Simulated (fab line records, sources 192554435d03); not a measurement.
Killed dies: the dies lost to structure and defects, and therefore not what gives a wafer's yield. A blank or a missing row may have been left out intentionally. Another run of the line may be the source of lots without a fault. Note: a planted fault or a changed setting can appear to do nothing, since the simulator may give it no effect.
fab line records	flow n5_finfet
[record] lots = 4	wafers = 12	last_day = 18
route steps=1938 shown BEOL_M0_SAQP@657 BEOL_M4@1111 PASSIVATION@1936
lots that met no fault: from a run of the same line without faults
start_h: start of the lot's first displayed wafer, in hours after the record's first day	wait_h: hours elapsed since this lot's preceding step	" the same as in the row above	L1.1+2: one row covering several wafers at once	- no value, or no start given	* or withheld: withheld	< > ~ a bound
route shown NAME@n: NAME is a module with steps in the file, n the number in the route of the first one	usual: mean/standard deviation of fault-free wafers	same: alike in all rows	chamber/n: place in a boat	sites: readings site by site	_std_site: the values' standard deviation	_edge_site: outer sites' mean less inner sites'	radius_mm: how far each site lies from the wafer's centre	mask NAME#n: copy n	behind: the tool/chamber that last shaped the wafer	hold: cause of the lot's hold/its duration in hours/its outcome	device: names the non-switching transistor (n, p or np)	end of line: tests run on the same wafers once the route is complete	for a step that has no rows: nothing shown but its recipe	killed: the dies lost at the first sort to structure and to defects; this is not the yield of the wafer	map: dies across one wafer; x = killed, . = not, _ = none there
set.NAME: the setting the step ran with; set.NAME@STEP: the setting that earlier step ran with	model.NAME: the simulator's own value behind a step, which no gauge read
lots seen at some steps along the route; tables by step, rows by wafer
services: the hour from which a tool's chamber was out of use, counted from the record's first day as start_h (under 0 if before that day), plus the number of hours and why
[[steps]]
[step N5_BEOL_M0_SAQP_STRIP_113]
[recipe] chemistry = CHF3/O2	resist = SiARC	rf_frequency_hz = 6e+07
[step N5_BEOL_M0_SAQP_MANDREL_ETCH_20]
[recipe] target_depth_a = 600	chemistry = HBr/Cl2	target = a-Si	stop_on = SiNx	bt_time_s = 10	mask_material = SOC	over_etch_frac = 0.5	time_s = 30	pressure_mtorr = 10	icp_w = 800	bias_w = 75	HBr_flow_sccm = 150	Cl2_flow_sccm = 80	ends = end_point
[step N5_BEOL_M0_SAQP_STRIP_86]
[recipe] chemistry = N2/H2	power_w = 500	temp_c = 40	pressure_mtorr = 50	rf_frequency_hz = 6e+07	overash_fraction = 0.3	bias_power_w = 28	h2_frac = 0.5	n2_flow_sccm = 300	h2_flow_sccm = 300
[step N5_BEOL_M0_SAQP_STRIP_115]
[recipe] chemistry = post_etch_residue_remover	time_s = 60	temp_c = 25	remover_ph = withheld	remover_water_wt_pct = withheld	remover_fluoride_wt_pct = withheld
[step N5_BEOL_M0_SAQP_SRD_93]
[recipe] dry = ipa_marangoni	time_s = 30	temp_c = 23	rinse_liquid = diw
[step N5_BEOL_M0_SAQP_RECESS_114]
[recipe] chemistry = HF/NH3	target = SiO2	target_depth_a = 144	afs_cycles = 3	temp_c = 30	sublimation_temp_c = 180	sublimation_time_s = 60
[step N5_BEOL_M0_SAQP_SPACER1_ALD_98]
[recipe] material = SiO2	target_thk_a = 128	temp_c = 300	ald_precursor_family = BDEAS	ald_co_reactant = O2-plasma	pulse_time_s = 1	purge_time_s = 2	co_reactant_purge_time_s = 2	ald_cycles = 138	pressure_torr = 2
[step N5_BEOL_M0_SAQP_SPACER1_ETCHBACK_99]
[recipe] chemistry = CHF3/O2	mode = anisotropic_etchback	target = SiO2	target_depth_a = 154	time_s = 7.7	pressure_mtorr = 30	source_w = 650	bias_w = 170	Ar_flow_sccm = 200	CHF3_flow_sccm = 50	O2_flow_sccm = 5	ion_energy_ev = 200
[step N5_BEOL_M0_SAQP_MANDREL1_REMOVE_100]
[recipe] chemistry = HBr/Cl2/O2	bt_time_s = 10	target = a-Si	stop_on = SiNx	endpoint = OES-SiCl	over_etch_frac = 0.85	icp_w = 600	bias_w = 30	HBr_flow_sccm = 150	Cl2_flow_sccm = 80	O2_flow_sccm = 5	pressure_mtorr = 10
[step N5_BEOL_M0_SAQP_ETCH_101]
[recipe] chemistry = CH3F/O2	target = SiNx	mask_material = SiO2	target_depth_a = 299	time_s = 42.7	pressure_mtorr = 30	source_w = 395	bias_w = 73	Ar_flow_sccm = 150	CH3F_flow_sccm = 30	O2_flow_sccm = 20	ion_energy_ev = 120
[step N5_BEOL_M0_SAQP_ETCH_102]
[recipe] chemistry = CF4	target = SiO2	target_depth_a = 40	ion_energy_ev = 350	time_s = 4.4	pressure_mtorr = 10	icp_w = 800	bias_w = 400	cf4_flow_sccm = 80
[step N5_BEOL_M0_SAQP_MANDREL_ETCH_103]
[recipe] chemistry = HBr/Cl2	target = a-Si	target_depth_a = 450	bt_time_s = 10	stop_on = SiCN	mask_material = SiO2	over_etch_frac = 0.8	time_s = 27	pressure_mtorr = 10	icp_w = 800	bias_w = 75	HBr_flow_sccm = 150	Cl2_flow_sccm = 80	ends = end_point
[usual] HBr_flow_sccm = 150.0/0.45	bias_w = 75.03/0.24	chamber_pressure_mTorr = 10.000/0.0087	drypump_motor_current_A = 5.6/0.44	oes_product_au = 0.672/0.012	rf_fwd_power_W = 793/3.4	throttle_valve_pct = 35.5/0.33
lot.wafer	tool	chamber	start_h	wait_h	HBr_flow_sccm	bias_w	chamber_pressure_mTorr	drypump_motor_current_A	oes_product_au	rf_fwd_power_W	rf_hours_counter_h	throttle_valve_pct	model.SiCN_of_BEOL_M0_SAQP_PECVD_03.thk_nm
L242.1	rie_si-01	0	187.82	0.0	150.1	74.56	9.996	5.0	0.682	791	149	35.4	8.4
L242.3	"	1	"	"	150.1	75.07	9.994	5.2	0.664	792	11	35.2	8.8
L242.5	"	1	"	"	150.9	75.41	9.989	5.2	0.677	789	-	35.2	9
L245.2	rie_si-01	2	200.59	0.0	-	-	-	-	-	-	-	-	11.6
L245.5	"	1	"	"	-	-	-	-	-	-	-	-	12
L245.6	"	2	"	"	-	-	-	-	-	-	-	-	11.8
L246.1	rie_si-04	2	205.08	0.0	-	-	-	-	-	-	-	-	12.2
L246.4	"	1	"	"	-	-	-	-	-	-	-	-	12.4
L246.6	"	1	"	"	-	-	-	-	-	-	-	-	12.2
L253.1	rie_si-06	2	249.15	0.0	150.5	74.73	9.989	5.2	0.688	792	3	35.6	8.8
L253.3	"	1	"	"	151.0	74.61	10.009	6.3	0.678	797	48	36.2	8.6
L253.6	"	0	"	"	150.0	75.05	9.992	5.9	0.670	793	-	35.3	9
[step N5_BEOL_M0_SAQP_RECESS_104]
[recipe] chemistry = HF/NH3	target = SiO2	target_depth_a = 180	afs_cycles = 3	temp_c = 30	sublimation_temp_c = 180	sublimation_time_s = 60
[step N5_BEOL_M0_SAQP_COAT_105]
[recipe] resist = SOC	temp_c = 250	time_s = 60	spin_rpm = 1500	resist_thk_nm = 100
[step N5_BEOL_M0_SAQP_ETCH_106]
[recipe] chemistry = N2/H2	target = SOC	target_depth_a = 1500	stop_on = SiNx	ion_energy_ev = 100	bias_w = 61	pressure_mtorr = 30	source_w = 850	n2_flow_sccm = 200	h2_flow_sccm = 200
[usual] bias_w = 60.98/0.16	chamber_pressure_mTorr = 29.999/0.029	drypump_motor_current_A = 6.0/0.45	oes_product_au = 0.77/0.078	rf_fwd_power_W = 844/3.2	rf_vpp_V = 240.5/1.7	showerhead_plenum_p_Torr = 2.53/0.12	throttle_valve_pct = 17.87/0.26
lot.wafer	tool	chamber	start_h	wait_h	bias_w	chamber_pressure_mTorr	drypump_motor_current_A	oes_product_au	rf_fwd_power_W	rf_hours_counter_h	rf_vpp_V	showerhead_plenum_p_Torr	throttle_valve_pct
L242.1	rie_diel-06	1	188.35	-	60.83	29.996	6.5	0.85	844	36	243.0	2.71	17.81
L242.3	"	3	"	"	61.06	29.940	5.9	0.76	846	128	238.1	2.35	17.61
L242.5	"	0	"	"	60.65	29.987	6.5	0.74	837	-	240.8	2.43	17.56
L245.2	rie_diel-03	2	201.13	-	60.86	29.970	6.2	0.26	847	208	242.2	2.62	17.89
L245.5	"	1	"	"	60.76	29.993	6.8	0.26	842	-	239.4	2.41	18.00
L245.6	"	2	"	"	60.94	30.004	6.2	0.26	847	-	241.4	2.62	17.89
L246.1	rie_diel-06	1	205.60	-	60.76	29.983	6.5	0.33	844	41	241.8	2.71	17.76
L246.4	"	1	"	"	60.97	30.004	6.5	0.32	847	-	243.2	2.71	17.75
L246.6	"	0	"	"	60.82	30.013	6.6	0.28	843	-	239.4	2.43	17.53
L253.1	rie_diel-06	2	249.73	-	61.03	30.000	5.6	0.93	844	6	240.3	2.47	17.83
L253.3	"	3	"	"	61.06	29.963	5.9	0.75	850	146	237.4	2.34	17.65
L253.6	"	2	"	"	61.19	30.017	5.6	0.94	847	-	240.5	2.47	17.83
[step N5_BEOL_M0_SAQP_ETCH_107]
[recipe] chemistry = CH3F/O2	target = SiNx	target_depth_a = 300	mask_material = SOC	pressure_mtorr = 30	source_w = 395	bias_w = 73	Ar_flow_sccm = 150	CH3F_flow_sccm = 30	O2_flow_sccm = 20	ion_energy_ev = 120
[step N5_BEOL_M0_SAQP_STRIP_108]
[recipe] chemistry = N2/H2	power_w = 500	temp_c = 40	pressure_mtorr = 50	rf_frequency_hz = 6e+07	overash_fraction = 0.3	bias_power_w = 28	h2_frac = 0.5	n2_flow_sccm = 300	h2_flow_sccm = 300
[step N5_BEOL_M0_SAQP_RECESS_109]
[recipe] chemistry = HF/NH3	target = SiO2	target_depth_a = 30	afs_cycles = 1	temp_c = 30	sublimation_temp_c = 180	sublimation_time_s = 60
[usual] drypump_motor_current_A = 5.85/0.15
lot.wafer	tool	chamber	start_h	wait_h	drypump_motor_current_A	model.SiCN_of_BEOL_M0_SAQP_PECVD_03.thk_nm
L242.1	vapor_etch-01	0	188.51	0.0	5.77	8
L242.3	"	0	"	"	5.76	8.4
L242.5	"	0	"	"	5.75	8.6
L245.2	vapor_etch-02	1	201.30	0.0	5.72	11.4
L245.5	"	1	"	"	5.73	11.8
L245.6	"	0	"	"	5.83	11.4
L246.1	vapor_etch-01	0	205.77	0.0	5.77	11.8
L246.4	"	0	"	"	5.75	12
L246.6	"	1	"	"	6.06	11.8
L253.1	vapor_etch-02	1	249.89	0.0	5.69	8.4
L253.3	"	0	"	"	5.83	8.2
L253.6	"	1	"	"	5.70	8.6
[step N5_BEOL_M0_SAQP_SPACER2_ALD_26]
[recipe] material = SiO2	target_thk_a = 150	temp_c = 300	ald_precursor_family = BDEAS	ald_co_reactant = O2-plasma	pulse_time_s = 1	purge_time_s = 2	co_reactant_purge_time_s = 2	pressure_torr = 2
[step N5_BEOL_M0_SAQP_SPACER2_ETCHBACK_27]
[recipe] chemistry = CHF3/O2	mode = anisotropic_etchback	target = SiO2	target_depth_a = 225	time_s = 11.25	pressure_mtorr = 30	source_w = 650	bias_w = 170	Ar_flow_sccm = 200	CHF3_flow_sccm = 50	O2_flow_sccm = 5	ion_energy_ev = 200
[usual] O2_flow_sccm = 5.001/0.014	chamber_pressure_mTorr = 30.00/0.032	drypump_motor_current_A = 5.7/0.41	oes_f_703_au = 0.76/0.074	oes_product_au = 0.76/0.076	rf_fwd_power_W = 646.3/2.3	rf_vpp_V = 521/14	showerhead_plenum_p_Torr = 2.43/0.081	throttle_valve_pct = 19.07/0.23
lot.wafer	tool	chamber	start_h	wait_h	O2_flow_sccm	chamber_pressure_mTorr	drypump_motor_current_A	oes_f_703_au	oes_product_au	rf_fwd_power_W	rf_hours_counter_h	rf_vpp_V	showerhead_plenum_p_Torr	throttle_valve_pct
L242.1	rie_diel-06	0	189.31	0.3	5.003	30.03	6.5	0.78	0.75	642.6	186	503	2.30	18.62
L242.3	"	2	"	"	5.008	29.97	5.6	0.69	0.70	647.5	247	528	2.38	19.50
L242.5	"	2	"	"	5.013	29.99	5.6	0.69	0.69	647.1	-	529	2.38	19.50
L245.2	rie_diel-01	3	202.94	0.3	4.991	30.03	5.4	0.76	0.28	643.3	148	517	2.41	19.12
L245.5	"	3	"	"	4.997	29.98	5.4	0.76	0.29	646.6	-	520	2.41	19.11
L245.6	"	2	"	"	5.041	30.00	5.4	0.71	0.28	642.9	-	530	2.49	18.94
L246.1	rie_diel-01	1	208.78	0.3	4.970	30.06	5.5	0.95	0.35	648.9	6	518	2.48	18.85
L246.4	"	1	"	"	4.980	29.97	5.5	0.94	0.36	649.7	-	517	2.48	18.84
L246.6	"	2	"	"	4.987	30.00	5.4	0.71	0.27	645.6	-	530	2.49	18.92
L253.1	rie_diel-01	0	250.58	0.3	5.016	30.00	5.5	0.69	0.68	644.9	245	509	2.38	19.23
L253.3	"	2	"	"	5.016	29.99	5.4	0.71	0.70	647.7	208	532	2.49	19.07
L253.6	"	1	"	"	4.987	30.01	5.5	0.91	0.91	649.5	-	516	2.47	18.98
[step N5_BEOL_M0_SAQP_MANDREL2_REMOVE_110]
[recipe] chemistry = HBr/Cl2/O2	bt_time_s = 10	target = a-Si	stop_on = SiCN	endpoint = OES-SiCl	over_etch_frac = 1	icp_w = 600	bias_w = 30	HBr_flow_sccm = 150	Cl2_flow_sccm = 80	O2_flow_sccm = 5	pressure_mtorr = 10
[step N5_BEOL_M4_RC_MEAS_101]
[usual] DIBL_N = 36.4/2	DIBL_P = 36.1/2.5	IOFF_N = 0.16/0.037	IOFF_P = 0.20/0.038	ION_N = 670/13	ION_P = 459/8.3	SS_N = 71.6/0.69	SS_P = 73.3/0.72	VT_N = 250/3.4	VT_P = -251/3.1
lot.wafer	tool	chamber	start_h	wait_h	DIBL_N[mV/V]	DIBL_P[mV/V]	IOFF_N[nA/um]	IOFF_P[nA/um]	ION_N[uA/um]	ION_P[uA/um]	SS_N[mV/dec]	SS_P[mV/dec]	VT_N[mV]	VT_P[mV]
L242.1	prober-01	0	235.89	0.0	36.6	35.4	0.16	0.21	668	460	71.5	73.7	249	-247
L242.3	"	0	"	"	35.3	33.5	0.14	0.18	668	462	70.6	73.3	249	-252
L242.5	"	0	"	"	35.0	33.5	0.14	0.18	676	457	71.9	72.9	249	-253
L253.1	prober-01	0	313.51	0.0	38.7	39.0	0.20	0.24	694	467	72.2	73.9	248	-251
L253.3	"	0	"	"	36.7	35.9	0.15	0.20	666	454	71.5	73.3	251	-252
L253.6	"	0	"	"	38.1	37.8	0.19	0.22	689	468	72.1	74.1	248	-252
[step N5_PASSIVATION_PROBE_49]
[usual] defect_limited_yield = 91.2/1.6	killed_at_M0_to_M3 = 34/11	killed_at_M4_up = 13/5.2	killed_at_contacts = 13/6.3	killed_at_front_end = 40/14	killed_at_other = 3.2/2.4	killed_dies = 104/19	killed_on_rim = 14/4.2	killed_open = 69/14	killed_short = 32/7.5	sort_bin_5_function = 5.3/1.1	sort_bin_6_memory = 3.2/0.73	sort_bin_8_speed = 0.01/0.038	sort_n_pass = 1076/19	sort_yield_pct = 91.2/1.6
[same] gross_dies = 1180	killed_at_back_side = 0	sort_bin_4_leakage[%] = 0
lot.wafer	tool	chamber	start_h	wait_h	defect_limited_yield[%]	killed_at_M0_to_M3	killed_at_M4_up	killed_at_contacts	killed_at_front_end	killed_at_other	killed_dies	killed_on_rim	killed_open	killed_short	sort_bin_5_function[%]	sort_bin_6_memory[%]	sort_bin_8_speed[%]	sort_n_pass	sort_yield_pct[%]
L242.1	prober-02	-	335.66	0.0	92.9	31	11	8	28	6	84	6	52	32	4.2	2.7	0	1096	92.9
L242.3	prober-02	-	335.76	0.1	92.2	41	10	2	36	3	92	12	60	31	4.1	3.1	0	1088	92.2
L242.5	prober-02	-	335.86	0.2	90.9	41	17	6	40	3	107	24	79	26	5.4	3.1	0.08	1073	90.9
L245.2	prober-02	-	364.54	0.1	0	1096	21	19	39	5	1180	152	95	41	95.4	4.4	0	0	0
L245.5	prober-02	-	364.69	0.2	0	1123	8	12	33	4	1180	152	58	27	97.5	2.4	0	0	0
L245.6	prober-02	-	364.74	0.3	0	1121	7	11	37	4	1180	152	83	39	95.5	4.2	0	0	0
L246.1	prober-01	-	384.97	0.0	0	1095	20	7	56	2	1180	152	94	43	95.9	3.6	0	0	0
L246.4	prober-01	-	385.12	0.2	0	1107	11	14	44	4	1180	152	77	46	95.3	4.0	0	0	0
L246.6	prober-01	-	385.22	0.3	0	1102	4	18	49	7	1180	152	91	46	95.3	4.2	0	0	0
L253.1	prober-01	-	421.55	0.0	90.6	43	17	4	45	2	111	10	65	43	5.5	3.8	0	1069	90.6
L253.3	prober-01	-	421.65	0.1	92.3	37	11	14	27	2	91	13	54	37	5.1	2.2	0	1089	92.3
L253.6	prober-01	-	421.80	0.3	90.6	36	18	7	48	2	111	14	73	34	6.5	2.3	0	1069	90.6
// killed by level:class
L242.1 BEOL_M0_SAQP:geometric_particle:open=11 FIN_SAQP:geometric_particle:open=8 BEOL_M0_SAQP:geometric_particle:short=7 STARTING-WAFER:geometric_particle:open=5 MOL_CONTACT_COAG:geometric_particle:open=4 MOL_CONTACT_COAG:geometric_particle:short=4 BEOL_M3:geometric_particle:open=4 FIN_SAQP:geometric_particle:short=3
L242.3 BEOL_M2:geometric_particle:open=11 STI_FIN_REVEAL:geometric_particle:open=7 BEOL_M0_SAQP:geometric_particle:short=7 DUMMY_GATE:geometric_particle:open=6 BEOL_M3:geometric_particle:open=6 FIN_SAQP:geometric_particle:open=4 BEOL_M0_SAQP:geometric_particle:open=4 STARTING-WAFER:geometric_particle:open=4
L242.5 FIN_SAQP:geometric_particle:open=14 BEOL_M3:geometric_particle:open=13 BEOL_M2:geometric_particle:open=12 FIN_SAQP:geometric_particle:short=9 STI_FIN_REVEAL:geometric_particle:open=8 BEOL_M0_SAQP:geometric_particle:open=8 BEOL_M0_SAQP:geometric_particle:short=6 BEOL_M4:geometric_particle:open=6
L245.2 BEOL_M0_SAQP:area_etch=1044 MOL_CONTACT_COAG:geometric_particle:open=15 BEOL_M4:geometric_particle:open=15 BEOL_M0_SAQP:geometric_particle:short=12 BEOL_M0_SAQP:geometric_particle:open=12 BEOL_M3:geometric_particle:open=9 FIN_SAQP:geometric_particle:open=9 STI_FIN_REVEAL:geometric_particle:open=6
L245.5 BEOL_M0_SAQP:area_etch=1091 FIN_SAQP:geometric_particle:open=8 MOL_CONTACT_COAG:geometric_particle:open=8 BEOL_M0_SAQP:geometric_particle:open=8 BEOL_M0_SAQP:geometric_particle:short=7 BEOL_M2:geometric_particle:open=7 DUMMY_GATE:geometric_particle:open=5 BEOL_M0:geometric_particle:open=5
L245.6 BEOL_M0_SAQP:area_etch=1057 BEOL_M0_SAQP:geometric_particle:open=15 BEOL_M1:geometric_particle:open=15 GATE_CUT:geometric_particle:short=10 BEOL_M3:geometric_particle:open=9 MOL_CONTACT_COAG:geometric_particle:open=8 BEOL_M0_SAQP:geometric_particle:short=8 BEOL_M2:geometric_particle:open=7
L246.1 BEOL_M0_SAQP:area_etch=1042 FIN_SAQP:geometric_particle:open=20 BEOL_M0_SAQP:geometric_particle:open=16 BEOL_M0_SAQP:geometric_particle:short=12 FIN_SAQP:geometric_particle:short=11 BEOL_M4:geometric_particle:open=11 BEOL_M1:geometric_particle:open=10 GATE_CUT:geometric_particle:short=8
L246.4 BEOL_M0_SAQP:area_etch=1056 BEOL_M3:geometric_particle:open=15 FIN_SAQP:geometric_particle:open=14 BEOL_M0_SAQP:geometric_particle:open=13 MOL_CONTACT_COAG:geometric_particle:open=10 FIN_SAQP:geometric_particle:short=8 BEOL_M2:geometric_particle:short=7 BEOL_M0_SAQP:geometric_particle:short=6
L246.6 BEOL_M0_SAQP:area_etch=1041 FIN_SAQP:geometric_particle:open=17 BEOL_M3:geometric_particle:open=16 BEOL_M0_SAQP:geometric_particle:open=13 MOL_CONTACT_COAG:geometric_particle:open=12 FIN_SAQP:geometric_particle:short=11 BEOL_M0_SAQP:geometric_particle:short=11 BEOL_M1:geometric_particle:open=7
L253.1 FIN_SAQP:geometric_particle:short=14 FIN_SAQP:geometric_particle:open=14 BEOL_M2:geometric_particle:open=9 BEOL_M0_SAQP:geometric_particle:short=9 STI_FIN_REVEAL:geometric_particle:open=6 BEOL_M0_SAQP:geometric_particle:open=6 BEOL_M3:geometric_particle:open=6 BEOL_M1:geometric_particle:open=4
L253.3 FIN_SAQP:geometric_particle:short=11 MOL_CONTACT_COAG:geometric_particle:open=10 BEOL_M0_SAQP:geometric_particle:short=8 FIN_SAQP:geometric_particle:open=7 BEOL_M0_SAQP:geometric_particle:open=7 BEOL_M2:geometric_particle:open=7 MOL_CONTACT_COAG:geometric_particle:short=4 BEOL_M2:geometric_particle:short=4
L253.6 FIN_SAQP:geometric_particle:open=23 BEOL_M0_SAQP:geometric_particle:open=14 FIN_SAQP:geometric_particle:short=10 BEOL_M0_SAQP:geometric_particle:short=9 STI_FIN_REVEAL:geometric_particle:open=6 MOL_CONTACT_COAG:geometric_particle:open=4 BEOL_M4:geometric_particle:open=4 BEOL_M1:geometric_particle:open=4
// map L245.2 (x killed, . not)
_________________xxxxxxxxxxxx________________
______________xxxxxxxxxxxxxxxxxx_____________
___________xxxxxxxxxxxxxxxxxxxxxxxx__________
__________xxxxxxxxxxxxxxxxxxxxxxxxxx_________
________xxxxxxxxxxxxxxxxxxxxxxxxxxxxxx_______
_______xxxxxxxxxxxxxxxxxxxxxxxxxxxxxxxx______
______xxxxxxxxxxxxxxxxxxxxxxxxxxxxxxxxxx_____
_____xxxxxxxxxxxxxxxxxxxxxxxxxxxxxxxxxxxx____
____xxxxxxxxxxxxxxxxxxxxxxxxxxxxxxxxxxxxxx___
___xxxxxxxxxxxxxxxxxxxxxxxxxxxxxxxxxxxxxxxx__
___xxxxxxxxxxxxxxxxxxxxxxxxxxxxxxxxxxxxxxxx__
__xxxxxxxxxxxxxxxxxxxxxxxxxxxxxxxxxxxxxxxxxx_
__xxxxxxxxxxxxxxxxxxxxxxxxxxxxxxxxxxxxxxxxxx_
_xxxxxxxxxxxxxxxxxxxxxxxxxxxxxxxxxxxxxxxxxxxx
_xxxxxxxxxxxxxxxxxxxxxxxxxxxxxxxxxxxxxxxxxxxx
_xxxxxxxxxxxxxxxxxxxxxxxxxxxxxxxxxxxxxxxxxxxx
_xxxxxxxxxxxxxxxxxxxxxxxxxxxxxxxxxxxxxxxxxxxx
_xxxxxxxxxxxxxxxxxxxxxxxxxxxxxxxxxxxxxxxxxxxx
_xxxxxxxxxxxxxxxxxxxxxxxxxxxxxxxxxxxxxxxxxxxx
_xxxxxxxxxxxxxxxxxxxxxxxxxxxxxxxxxxxxxxxxxxxx
_xxxxxxxxxxxxxxxxxxxxxxxxxxxxxxxxxxxxxxxxxxxx
__xxxxxxxxxxxxxxxxxxxxxxxxxxxxxxxxxxxxxxxxxx_
__xxxxxxxxxxxxxxxxxxxxxxxxxxxxxxxxxxxxxxxxxx_
___xxxxxxxxxxxxxxxxxxxxxxxxxxxxxxxxxxxxxxxx__
___xxxxxxxxxxxxxxxxxxxxxxxxxxxxxxxxxxxxxxxx__
____xxxxxxxxxxxxxxxxxxxxxxxxxxxxxxxxxxxxxx___
_____xxxxxxxxxxxxxxxxxxxxxxxxxxxxxxxxxxxx____
______xxxxxxxxxxxxxxxxxxxxxxxxxxxxxxxxxx_____
_______xxxxxxxxxxxxxxxxxxxxxxxxxxxxxxxx______
________xxxxxxxxxxxxxxxxxxxxxxxxxxxxxx_______
__________xxxxxxxxxxxxxxxxxxxxxxxxxx_________
___________xxxxxxxxxxxxxxxxxxxxxxxx__________
______________xxxxxxxxxxxxxxxxxx_____________
_________________xxxxxxxxxxxx________________
// map L246.1 (x killed, . not)
_________________xxxxxxxxxxxx________________
______________xxxxxxxxxxxxxxxxxx_____________
___________xxxxxxxxxxxxxxxxxxxxxxxx__________
__________xxxxxxxxxxxxxxxxxxxxxxxxxx_________
________xxxxxxxxxxxxxxxxxxxxxxxxxxxxxx_______
_______xxxxxxxxxxxxxxxxxxxxxxxxxxxxxxxx______
______xxxxxxxxxxxxxxxxxxxxxxxxxxxxxxxxxx_____
_____xxxxxxxxxxxxxxxxxxxxxxxxxxxxxxxxxxxx____
____xxxxxxxxxxxxxxxxxxxxxxxxxxxxxxxxxxxxxx___
___xxxxxxxxxxxxxxxxxxxxxxxxxxxxxxxxxxxxxxxx__
___xxxxxxxxxxxxxxxxxxxxxxxxxxxxxxxxxxxxxxxx__
__xxxxxxxxxxxxxxxxxxxxxxxxxxxxxxxxxxxxxxxxxx_
__xxxxxxxxxxxxxxxxxxxxxxxxxxxxxxxxxxxxxxxxxx_
_xxxxxxxxxxxxxxxxxxxxxxxxxxxxxxxxxxxxxxxxxxxx
_xxxxxxxxxxxxxxxxxxxxxxxxxxxxxxxxxxxxxxxxxxxx
_xxxxxxxxxxxxxxxxxxxxxxxxxxxxxxxxxxxxxxxxxxxx
_xxxxxxxxxxxxxxxxxxxxxxxxxxxxxxxxxxxxxxxxxxxx
_xxxxxxxxxxxxxxxxxxxxxxxxxxxxxxxxxxxxxxxxxxxx
_xxxxxxxxxxxxxxxxxxxxxxxxxxxxxxxxxxxxxxxxxxxx
_xxxxxxxxxxxxxxxxxxxxxxxxxxxxxxxxxxxxxxxxxxxx
_xxxxxxxxxxxxxxxxxxxxxxxxxxxxxxxxxxxxxxxxxxxx
__xxxxxxxxxxxxxxxxxxxxxxxxxxxxxxxxxxxxxxxxxx_
__xxxxxxxxxxxxxxxxxxxxxxxxxxxxxxxxxxxxxxxxxx_
___xxxxxxxxxxxxxxxxxxxxxxxxxxxxxxxxxxxxxxxx__
___xxxxxxxxxxxxxxxxxxxxxxxxxxxxxxxxxxxxxxxx__
____xxxxxxxxxxxxxxxxxxxxxxxxxxxxxxxxxxxxxx___
_____xxxxxxxxxxxxxxxxxxxxxxxxxxxxxxxxxxxx____
______xxxxxxxxxxxxxxxxxxxxxxxxxxxxxxxxxx_____
_______xxxxxxxxxxxxxxxxxxxxxxxxxxxxxxxx______
________xxxxxxxxxxxxxxxxxxxxxxxxxxxxxx_______
__________xxxxxxxxxxxxxxxxxxxxxxxxxx_________
___________xxxxxxxxxxxxxxxxxxxxxxxx__________
______________xxxxxxxxxxxxxxxxxx_____________
_________________xxxxxxxxxxxx________________
[[services]]
tool	chamber	start_h	hours	kind
rie_diel-01	1	176.55	-	clean
rie_diel-01	1	176.55	-	consumable_replace:focus_ring
rie_diel-01	1	176.55	15.4	scheduled_down
rie_diel-01	1	176.55	15.4	vent_cycle
rie_diel-06	2	198.77	-	clean
rie_diel-06	2	198.77	-	consumable_replace:focus_ring
rie_diel-06	2	198.77	24.8	scheduled_down
rie_diel-06	2	198.77	24.8	vent_cycle
rie_diel-06	-	199.41	3.9	repair
rie_si-01	3	200.01	3.4	repair
rie_diel-01	3	207.40	19.4	repair
vapor_etch-02	-	224.06	1.6	repair
[[key]]
[first_sign] step = N5_BEOL_M0_SAQP_MANDREL_ETCH_103	reading = tool_record	direction = missing
[effect] step = N5_BEOL_M0_SAQP_ETCH_106	reading = oes_product_au	direction = down	sigmas = 6.2	usual = 0.77	struck = 0.29
[effect] step = N5_BEOL_M0_SAQP_SPACER2_ETCHBACK_27	reading = oes_product_au	direction = down	sigmas = 5.9	usual = 0.76	struck = 0.30
[effect] step = N5_PASSIVATION_PROBE_49	reading = killed_at_M0_to_M3	direction = up	sigmas = 95	usual = 34	struck = 1107
[model_effect] step = N5_BEOL_M0_SAQP_MANDREL_ETCH_103	value = SiCN_of_BEOL_M0_SAQP_PECVD_03.thk_nm	without = 8.933	struck = 12.03
[model_effect] step = N5_BEOL_M0_SAQP_RECESS_109	value = SiCN_of_BEOL_M0_SAQP_PECVD_03.thk_nm	without = 8.6	struck = 11.7
[more_kills_born_at] N5_BEOL_M0_SAQP_MANDREL_ETCH_103@rie_si-01 = 3190	N5_BEOL_M0_SAQP_MANDREL_ETCH_103@rie_si-04 = 3139
met_at N5_BEOL_M0_SAQP_MANDREL_ETCH_103
struck_wafers L245.2,L245.5,L245.6,L246.1,L246.4,L246.6
later_rows_left_out L245.2,L245.5,L245.6,L246.1,L246.4,L246.6
onset_between 187.82 200.59
[fault] kind = skipped_step_whole	tool = rie_si-01,rie_si-04	chamber = -	onset_h = 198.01	steps = N5_BEOL_M0_SAQP_MANDREL_ETCH_103	scope = struck_lots_only
// later_rows_left_out: the simulator's readings of these wafers behind a module that went badly wrong aren't trusted and aren't shown, but for the sort
